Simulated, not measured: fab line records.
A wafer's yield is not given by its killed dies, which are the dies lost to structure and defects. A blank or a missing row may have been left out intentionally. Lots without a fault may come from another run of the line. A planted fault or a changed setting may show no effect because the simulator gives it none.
Matching of chambers | flow n5_finfet | 4 sister chambers for N5_BEOL_M15_DESCUM_15 on rie_diel-02
The step chemistry O2, time 7.9 s. 22 wafers are shown with their chamber, then 11 later ones without.

== WAFERS PAIRED WITH THEIR CHAMBERS ==
wafer  | chamber | drypump_motor_current_A (A) | showerhead_plenum_p_Torr (Torr) | throttle_valve_pct (%)
L074.2 | 3       | 5.9                         | 1.99                            | 20.56
L074.3 | 2       | 4.9                         | 2.06                            | 20.25
L074.4 | 0       | 5.7                         | 2.08                            | 20.32
L078.3 | 3       | 5.9                         | 1.99                            | 20.56
L078.5 | 0       | 5.8                         | 2.08                            | 20.34
L078.6 | 1       | 6.2                         | 2.16                            | 20.51
L080.2 | 1       | 6.2                         | 2.16                            | 20.52
L080.4 | 2       | 4.9                         | 2.06                            | 20.26
L080.5 | 0       | 5.8                         | 2.08                            | 20.35
L084.3 | 0       | 5.7                         | 2.08                            | 20.37
L084.5 | 2       | 4.9                         | 2.05                            | 20.28
L084.6 | 1       | 6.1                         | 2.16                            | 20.55
L087.2 | 3       | 5.9                         | 1.98                            | 20.59
L087.3 | 0       | 5.7                         | 2.08                            | 20.36
L087.4 | 1       | 6.1                         | 2.16                            | 20.53
L085.1 | 2       | 4.9                         | 2.05                            | 20.29
L085.2 | 1       | 6.2                         | 2.16                            | 20.54
L085.5 | 2       | 4.9                         | 2.05                            | 20.29
L091.2 | 2       | 4.9                         | 2.05                            | 20.32
L091.4 | 2       | 4.9                         | 2.05                            | 20.30
L091.5 | 0       | 5.7                         | 2.07                            | 20.36
L089.2 | 0       | 5.7                         | 2.07                            | 20.39

SIGNATURES (averages over the wafers above)
reading                  | chamber 0 | chamber 1 | chamber 2 | chamber 3 | scatter within a chamber
drypump_motor_current_A  | 5.729     | 6.160     | 4.900     | 5.900     | 0.0382
showerhead_plenum_p_Torr | 2.0771    | 2.1600    | 2.0529    | 1.9867    | 0.00442
throttle_valve_pct       | 20.3557   | 20.5300   | 20.2843   | 20.5700   | 0.021
Rule: for each reading, subtract the chamber's mean from the wafer's reading, divide by that reading's scatter and square the result; add these up over the readings and take the root, which gives the wafer's distance from the chamber. If the next closest chamber is less than 2 further off than the closest, the wafer can't be placed; otherwise it belongs to the closest. The scatter: the root of (the sum of the squares of (reading less its chamber's mean) over the shown wafers, divided by (wafers less chambers)).

== WAFERS WITH NO CHAMBER GIVEN ==
wafer  | drypump_motor_current_A (A) | showerhead_plenum_p_Torr (Torr) | throttle_valve_pct (%)
L089.3 | 5.0                         | 2.05                            | 20.29
L089.6 | 6.1                         | 2.15                            | 20.55
L095.2 | 4.9                         | 2.04                            | 20.31
L095.3 | 6.1                         | 2.15                            | 20.55
L095.5 | 5.0                         | 2.04                            | 20.32
L094.1 | 5.9                         | 2.24                            | 20.35
L094.2 | 5.7                         | 2.07                            | 20.40
L094.5 | 6.2                         | 2.15                            | 20.57
L097.2 | 5.9                         | 2.24                            | 20.36
L097.3 | 4.9                         | 2.04                            | 20.32
L097.6 | 4.9                         | 2.04                            | 20.32

== CHAMBER TAKEN BY EACH ==
wafer  | from the rows above | in truth
L089.3 | 2                   | 2
L089.6 | 1                   | 1
L095.2 | 2                   | 2
L095.3 | 1                   | 1
L095.5 | 2                   | 2
L094.1 | 1                   | 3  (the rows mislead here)
L094.2 | 0                   | 0
L094.5 | 1                   | 1
L097.2 | 1                   | 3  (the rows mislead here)
L097.3 | 2                   | 2
L097.6 | 2                   | 2
Correctly placed: 9 of 11. Left unplaced by these rows: 0. Wrongly placed: 2.
